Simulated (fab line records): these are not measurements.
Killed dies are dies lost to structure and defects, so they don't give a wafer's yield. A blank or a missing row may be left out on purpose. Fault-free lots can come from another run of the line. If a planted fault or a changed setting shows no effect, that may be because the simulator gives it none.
Chamber matching / flow n5 finfet / 3 sister chambers for N5_BEOL_M6_ILD_DEP_00 on pecvd-04
The step deposits SiCOH lowk from DEMS/porogen, target thk 179.75 nm, time 33.4 s. 22 wafers are shown with their chamber, then 11 later ones without.

WAFERS WITH THEIR CHAMBER
wafer=L075.1; chamber=0; throttle valve pct (%)=13.6; showerhead vpp V (V)=1254; showerhead plenum p Torr (Torr)=5.728
wafer=L075.2; chamber=1; throttle valve pct (%)=15.3; showerhead vpp V (V)=1271; showerhead plenum p Torr (Torr)=5.730
wafer=L075.3; chamber=2; throttle valve pct (%)=12.4; showerhead vpp V (V)=1385; showerhead plenum p Torr (Torr)=5.774
wafer=L075.4; chamber=2; throttle valve pct (%)=12.4; showerhead vpp V (V)=1407; showerhead plenum p Torr (Torr)=5.781
wafer=L075.5; chamber=0; throttle valve pct (%)=13.8; showerhead vpp V (V)=1260; showerhead plenum p Torr (Torr)=5.708
wafer=L075.6; chamber=1; throttle valve pct (%)=14.8; showerhead vpp V (V)=1337; showerhead plenum p Torr (Torr)=5.735
wafer=L079.2; chamber=0; throttle valve pct (%)=13.6; showerhead vpp V (V)=1279; showerhead plenum p Torr (Torr)=5.723
wafer=L079.4; chamber=1; throttle valve pct (%)=15.2; showerhead vpp V (V)=1284; showerhead plenum p Torr (Torr)=5.736
wafer=L079.6; chamber=0; throttle valve pct (%)=13.6; showerhead vpp V (V)=1241; showerhead plenum p Torr (Torr)=5.721
wafer=L080.1; chamber=0; throttle valve pct (%)=13.7; showerhead vpp V (V)=1265; showerhead plenum p Torr (Torr)=5.721
wafer=L080.4; chamber=0; throttle valve pct (%)=13.5; showerhead vpp V (V)=1289; showerhead plenum p Torr (Torr)=5.727
wafer=L080.5; chamber=2; throttle valve pct (%)=12.0; showerhead vpp V (V)=1399; showerhead plenum p Torr (Torr)=5.759
wafer=L082.1; chamber=1; throttle valve pct (%)=15.1; showerhead vpp V (V)=1309; showerhead plenum p Torr (Torr)=5.721
wafer=L082.2; chamber=0; throttle valve pct (%)=13.7; showerhead vpp V (V)=1296; showerhead plenum p Torr (Torr)=5.731
wafer=L082.5; chamber=0; throttle valve pct (%)=13.7; showerhead vpp V (V)=1277; showerhead plenum p Torr (Torr)=5.719
wafer=L083.2; chamber=1; throttle valve pct (%)=15.2; showerhead vpp V (V)=1316; showerhead plenum p Torr (Torr)=5.732
wafer=L083.3; chamber=0; throttle valve pct (%)=13.8; showerhead vpp V (V)=1255; showerhead plenum p Torr (Torr)=5.729
wafer=L083.4; chamber=2; throttle valve pct (%)=12.1; showerhead vpp V (V)=1411; showerhead plenum p Torr (Torr)=5.759
wafer=L086.1; chamber=0; throttle valve pct (%)=14.1; showerhead vpp V (V)=1276; showerhead plenum p Torr (Torr)=5.735
wafer=L086.2; chamber=2; throttle valve pct (%)=12.3; showerhead vpp V (V)=1411; showerhead plenum p Torr (Torr)=5.769
wafer=L086.4; chamber=1; throttle valve pct (%)=15.1; showerhead vpp V (V)=1323; showerhead plenum p Torr (Torr)=5.725
wafer=L087.1; chamber=1; throttle valve pct (%)=15.1; showerhead vpp V (V)=1312; showerhead plenum p Torr (Torr)=5.723

SIGNATURES (means of the wafers above)
reading=throttle valve pct; chamber 0=13.710; chamber 1=15.114; chamber 2=12.240; scatter within a chamber=0.167
reading=showerhead vpp V; chamber 0=1269.20; chamber 1=1307.43; chamber 2=1402.60; scatter within a chamber=18.1
reading=showerhead plenum p Torr; chamber 0=5.72420; chamber 1=5.72886; chamber 2=5.76840; scatter within a chamber=0.0076
Rule: a wafer's distance from a chamber is the root of the sum, over the readings, of the square of ((its reading less the chamber's mean) divided by the reading's scatter). The wafer belongs to the nearest chamber; if the next one is less than 2 further off, it can't be placed. The scatter: take each reading less its chamber's mean, square it, sum over the shown wafers, divide by the number of wafers less the number of chambers, and take the root.

WAFERS WITH NO CHAMBER GIVEN
wafer=L087.5; throttle valve pct (%)=13.6; showerhead vpp V (V)=1272; showerhead plenum p Torr (Torr)=5.738
wafer=L087.6; throttle valve pct (%)=15.2; showerhead vpp V (V)=1308; showerhead plenum p Torr (Torr)=5.730
wafer=L093.2; throttle valve pct (%)=15.0; showerhead vpp V (V)=1317; showerhead plenum p Torr (Torr)=5.718
wafer=L093.5; throttle valve pct (%)=14.0; showerhead vpp V (V)=1267; showerhead plenum p Torr (Torr)=5.729
wafer=L093.6; throttle valve pct (%)=15.1; showerhead vpp V (V)=1332; showerhead plenum p Torr (Torr)=5.733
wafer=L096.1; throttle valve pct (%)=14.7; showerhead vpp V (V)=1308; showerhead plenum p Torr (Torr)=5.746
wafer=L096.2; throttle valve pct (%)=13.7; showerhead vpp V (V)=1272; showerhead plenum p Torr (Torr)=5.715
wafer=L096.5; throttle valve pct (%)=15.1; showerhead vpp V (V)=1308; showerhead plenum p Torr (Torr)=5.748
wafer=L097.1; throttle valve pct (%)=15.2; showerhead vpp V (V)=1334; showerhead plenum p Torr (Torr)=5.737
wafer=L097.2; throttle valve pct (%)=14.1; showerhead vpp V (V)=1277; showerhead plenum p Torr (Torr)=5.727
wafer=L097.5; throttle valve pct (%)=12.3; showerhead vpp V (V)=1424; showerhead plenum p Torr (Torr)=5.761

CHAMBER TAKEN BY EACH
wafer=L087.5; from the rows above=0; in truth=0
wafer=L087.6; from the rows above=1; in truth=1
wafer=L093.2; from the rows above=1; in truth=1
wafer=L093.5; from the rows above=0; in truth=0
wafer=L093.6; from the rows above=1; in truth=1
wafer=L096.1; from the rows above=1; in truth=1
wafer=L096.2; from the rows above=0; in truth=0
wafer=L096.5; from the rows above=1; in truth=1
wafer=L097.1; from the rows above=1; in truth=1
wafer=L097.2; from the rows above=0; in truth=0
wafer=L097.5; from the rows above=2; in truth=2
Placed correctly: 11 of 11. From these rows, 0 cannot be placed. Number placed wrongly: 0.
